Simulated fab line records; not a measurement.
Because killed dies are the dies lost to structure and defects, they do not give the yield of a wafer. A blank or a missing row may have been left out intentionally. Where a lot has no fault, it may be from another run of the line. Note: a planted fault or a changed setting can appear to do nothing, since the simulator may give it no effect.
Which tool was responsible? || flow n5-finfet || 27 wafers from 9 lots sampled at 3 of the route's 1938 steps

WHAT THE GAUGES READ, wafer by wafer
N5_BEOL_M1_OCD_MEAS_38.
{"lot": "L432", "measured": "day 6 08:05", "on": "ocd-02", "trench-depth-nm (nm)": "55.3 54.7 56.2"}
{"lot": "L431", "measured": "day 6 10:59", "on": "ocd-01", "trench-depth-nm (nm)": "55.8 56.4 55.5"}
{"lot": "L439", "measured": "day 8 08:13", "on": "ocd-01", "trench-depth-nm (nm)": "46.7 45.0 45.3"}
{"lot": "L442", "measured": "day 9 06:52", "on": "ocd-01", "trench-depth-nm (nm)": "45.6 45.5 55.5"}
{"lot": "L443", "measured": "day 9 10:32", "on": "ocd-02", "trench-depth-nm (nm)": "54.5 53.9 54.9"}
{"lot": "L444", "measured": "day 9 16:17", "on": "ocd-02", "trench-depth-nm (nm)": "54.6 55.6 54.7"}
{"lot": "L447", "measured": "day 10 13:05", "on": "ocd-02", "trench-depth-nm (nm)": "55.2 55.3 56.2"}
{"lot": "L449", "measured": "day 10 19:07", "on": "ocd-01", "trench-depth-nm (nm)": "53.5 55.1 54.6"}
{"lot": "L451", "measured": "day 11 20:19", "on": "ocd-02", "trench-depth-nm (nm)": "54.8 55.0 56.4"}

TOOL THAT RAN EACH LOT (tool first, then ch and the chambers of the sampled wafers, then the start)
{"lot": "L432", "N5_BEOL_M1_ALD_98": "ald-sin-03 ch 1,2, day 6 06:34", "N5_BEOL_M1_TRENCH_ETCH_37": "rie-diel-05 ch 1,3, day 6 07:56"}
{"lot": "L431", "N5_BEOL_M1_ALD_98": "ald-sin-01 ch 0,2, day 6 09:39", "N5_BEOL_M1_TRENCH_ETCH_37": "rie-diel-01 ch 0,1,2, day 6 10:50"}
{"lot": "L439", "N5_BEOL_M1_ALD_98": "ald-sin-01 ch 0,1,3, day 8 05:09", "N5_BEOL_M1_TRENCH_ETCH_37": "rie-diel-05 ch 0,1,2, day 8 08:03"}
{"lot": "L442", "N5_BEOL_M1_ALD_98": "ald-sin-04 ch 1,2,3, day 9 03:09", "N5_BEOL_M1_TRENCH_ETCH_37": "rie-diel-05 ch 0,1,3, day 9 06:42"}
{"lot": "L443", "N5_BEOL_M1_ALD_98": "ald-sin-01 ch 1,3, day 9 09:07", "N5_BEOL_M1_TRENCH_ETCH_37": "rie-diel-03 ch 0,3, day 9 10:23"}
{"lot": "L444", "N5_BEOL_M1_ALD_98": "ald-sin-04 ch 1,2,3, day 9 12:12", "N5_BEOL_M1_TRENCH_ETCH_37": "rie-diel-01 ch 1,2, day 9 16:07"}
{"lot": "L447", "N5_BEOL_M1_ALD_98": "ald-sin-01 ch 0,3, day 10 02:49", "N5_BEOL_M1_TRENCH_ETCH_37": "rie-diel-01 ch 0,3, day 10 12:55"}
{"lot": "L449", "N5_BEOL_M1_ALD_98": "ald-sin-01 ch 2,3, day 10 18:21", "N5_BEOL_M1_TRENCH_ETCH_37": "rie-diel-03 ch 0,3, day 10 18:57"}
{"lot": "L451", "N5_BEOL_M1_ALD_98": "ald-sin-03 ch 0,1,3, day 11 16:31", "N5_BEOL_M1_TRENCH_ETCH_37": "rie-diel-01 ch 0,1,3, day 11 20:10"}
- N5_BEOL_M1_ALD_98: deposits SiO2, target thk 2.5 nm, pulse time 1 s, co reactant pulse time 1 s.
- N5_BEOL_M1_TRENCH_ETCH_37: etches SiOC in C4F6/O2, target depth 55.207 nm, time 29 s.

THE ANSWER, worked out from the rows above alone
Rule: what is usual is taken from the lots themselves. Put in order of their means at a reading, lots are off if they are a third of the lots or fewer, leave a main group of 4 or more, and stand apart from it by a gap of 3 or more times the standard deviation of the main group's means; of several such gaps the widest counts. A main group whose means are all the same, to the digits that the tables above print for the reading, isn't used. Also off: a lot with no number at a reading for which 4 or more lots have one. All remaining lots with rows at the step are treated as sound.
Off: L439, L442 (N5_BEOL_M1_OCD_MEAS_38, trench-depth-nm). For the main group the mean is 55.2 nm and the standard deviation 0.53.
A tool fits if, at a process step before that reading, it ran every lot that is off, and no sound lot after the first of them. Those tools and the gauges at N5_BEOL_M1_OCD_MEAS_38 are tried in the same way. One fits: N5_BEOL_M1_TRENCH_ETCH_37 on rie-diel-05. A fault onset in the window from L432 (day 6 07:56, its last sound lot) to L439 (day 8 08:03, its first lot off) fits.

WHAT THE SIMULATOR HAD INSERTED
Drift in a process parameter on rie-diel-05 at N5_BEOL_M1_TRENCH_ETCH_37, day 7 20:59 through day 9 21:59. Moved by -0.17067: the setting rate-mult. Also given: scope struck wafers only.
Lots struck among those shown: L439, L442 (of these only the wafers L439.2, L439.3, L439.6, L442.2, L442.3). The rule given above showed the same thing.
